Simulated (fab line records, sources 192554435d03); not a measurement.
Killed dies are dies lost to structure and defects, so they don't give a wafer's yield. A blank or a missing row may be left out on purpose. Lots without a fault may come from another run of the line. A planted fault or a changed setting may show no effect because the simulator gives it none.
Chamber matching | flow n5_finfet | N5_SDB_HM_OPEN_20 on rie_diel-04: 4 sister chambers
The step chemistry CH3F/O2, target SiNx, stops on poly-Si, target depth 24 nm. 16 wafers are shown with their chamber, then 8 later ones without.

WAFERS WITH THEIR CHAMBER
wafer  | chamber | drypump_motor_current_A (A) | showerhead_plenum_p_Torr (Torr) | rf_vpp_V (V)
L076.3 | 1       | 5.93                        | 1.92                            | 298
L076.4 | 2       | 5.41                        | 1.97                            | 295
L076.5 | 3       | 5.21                        | 1.99                            | 295
L079.1 | 0       | 5.53                        | 1.99                            | 290
L079.3 | 3       | 5.21                        | 1.99                            | 295
L079.4 | 1       | 5.91                        | 1.92                            | 298
L080.3 | 1       | 5.90                        | 1.92                            | 297
L080.4 | 0       | 5.50                        | 1.99                            | 290
L080.5 | 2       | 5.39                        | 1.97                            | 294
L086.2 | 3       | 5.22                        | 1.99                            | 296
L086.3 | 0       | 5.54                        | 1.99                            | 292
L086.4 | 2       | 5.41                        | 1.97                            | 295
L088.1 | 1       | 5.89                        | 1.91                            | 297
L088.3 | 2       | 5.40                        | 1.97                            | 297
L088.5 | 1       | 5.93                        | 1.91                            | 298
L089.2 | 3       | 5.20                        | 1.98                            | 297

SIGNATURES (means of the wafers above)
reading                  | chamber 0 | chamber 1 | chamber 2 | chamber 3 | scatter within a chamber
drypump_motor_current_A  | 5.5233    | 5.9120    | 5.4025    | 5.2100    | 0.0148
showerhead_plenum_p_Torr | 1.9900    | 1.9160    | 1.9700    | 1.9875    | 0.00403
rf_vpp_V                 | 290.67    | 297.60    | 295.25    | 295.75    | 0.973
Rule: a wafer's distance from a chamber is the root of the sum, over the readings, of the square of ((its reading less the chamber's mean) divided by the reading's scatter). The wafer belongs to the nearest chamber; if the next one is less than 2 further off, it can't be placed. The scatter: the root of (the sum of the squares of (reading less its chamber's mean) over the shown wafers, divided by (wafers less chambers)).

WAFERS WITHOUT THEIR CHAMBER
wafer  | drypump_motor_current_A (A) | showerhead_plenum_p_Torr (Torr) | rf_vpp_V (V)
L089.4 | 5.42                        | 1.97                            | 294
L089.5 | 5.24                        | 1.98                            | 297
L094.2 | 5.22                        | 1.98                            | 297
L094.3 | 5.54                        | 1.98                            | 291
L094.4 | 5.22                        | 1.98                            | 295
L097.2 | 5.52                        | 1.98                            | 290
L097.4 | 5.93                        | 1.91                            | 296
L097.6 | 5.89                        | 1.91                            | 297

WHICH CHAMBER EACH WENT THROUGH
wafer  | from the rows above | in truth
L089.4 | 2                   | 2
L089.5 | 3                   | 3
L094.2 | 3                   | 3
L094.3 | 0                   | 0
L094.4 | 3                   | 3
L097.2 | 0                   | 0
L097.4 | 1                   | 1
L097.6 | 1                   | 1
Placed correctly: 8 of 8. Can't be placed from these rows: 0. Placed wrongly: 0.
